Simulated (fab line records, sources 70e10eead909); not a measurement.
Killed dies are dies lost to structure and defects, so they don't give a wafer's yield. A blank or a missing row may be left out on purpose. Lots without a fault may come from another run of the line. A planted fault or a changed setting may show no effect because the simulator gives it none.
Chamber matching | flow nand_harc | NHARC_A_ONON_D2_DEP_33 on pecvd-03: 3 sister chambers
The step deposits SiO2, target thk 200 nm. 22 wafers are shown with their chamber, then 11 later ones without.

WAFERS WITH THEIR CHAMBER
wafer  | chamber | heater_power_w (W) | throttle_valve_pct (%)
L076.1 | 0       | 611                | 15.8
L076.3 | 2       | 653                | 16.6
L076.5 | 0       | 634                | 15.9
L078.2 | 1       | 505                | 16.1
L078.4 | 0       | 705                | 15.6
L078.5 | 1       | 517                | 16.2
L085.3 | 1       | 496                | 15.4
L085.5 | 0       | 724                | 15.8
L085.6 | 1       | 504                | 15.1
L086.1 | 0       | 718                | 15.8
L086.3 | 1       | 487                | 15.4
L086.6 | 1       | 503                | 15.4
L086.2 | 2       | 668                | 16.8
L086.4 | 0       | 717                | 15.7
L086.5 | 2       | 670                | 16.7
L087.2 | 1       | 472                | 15.4
L087.5 | 0       | 604                | 15.8
L087.6 | 2       | 692                | 16.9
L091.2 | 2       | 698                | 17.1
L091.3 | 0       | 694                | 15.8
L091.5 | 2       | 730                | 16.8
L094.2 | 2       | 685                | 17.0

SIGNATURES (means of the wafers above)
reading            | chamber 0 | chamber 1 | chamber 2 | scatter within a chamber
heater_power_w     | 675.88    | 497.71    | 685.14    | 34.9
throttle_valve_pct | 15.775    | 15.571    | 16.843    | 0.256
Rule: a wafer's distance from a chamber is the root of the sum, over the readings, of the square of ((its reading less the chamber's mean) divided by the reading's scatter). The wafer belongs to the nearest chamber; if the next one is less than 2 further off, it can't be placed. The scatter: the root of (the sum of the squares of (reading less its chamber's mean) over the shown wafers, divided by (wafers less chambers)).

WAFERS WITHOUT THEIR CHAMBER
wafer  | heater_power_w (W) | throttle_valve_pct (%)
L094.4 | 457                | 15.5
L094.6 | 734                | 16.0
L095.1 | 436                | 15.7
L095.2 | 755                | 16.0
L095.4 | 661                | 16.9
L095.3 | 649                | 16.7
L095.5 | 445                | 15.9
L095.6 | 745                | 15.9
L096.2 | 769                | 15.7
L096.3 | 420                | 15.9
L096.5 | 441                | 15.7

WHICH CHAMBER EACH WENT THROUGH
wafer  | from the rows above     | in truth
L094.4 | 1                       | 1
L094.6 | can't be placed: 0 or 2 | 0
L095.1 | 1                       | 1
L095.2 | can't be placed: 0 or 2 | 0
L095.4 | 2                       | 2
L095.3 | 2                       | 2
L095.5 | 1                       | 1
L095.6 | 0                       | 0
L096.2 | 0                       | 0
L096.3 | 1                       | 1
L096.5 | 1                       | 1
Placed correctly: 9 of 11. Can't be placed from these rows: 2 (the true chamber is among the candidates in 2). Placed wrongly: 0.
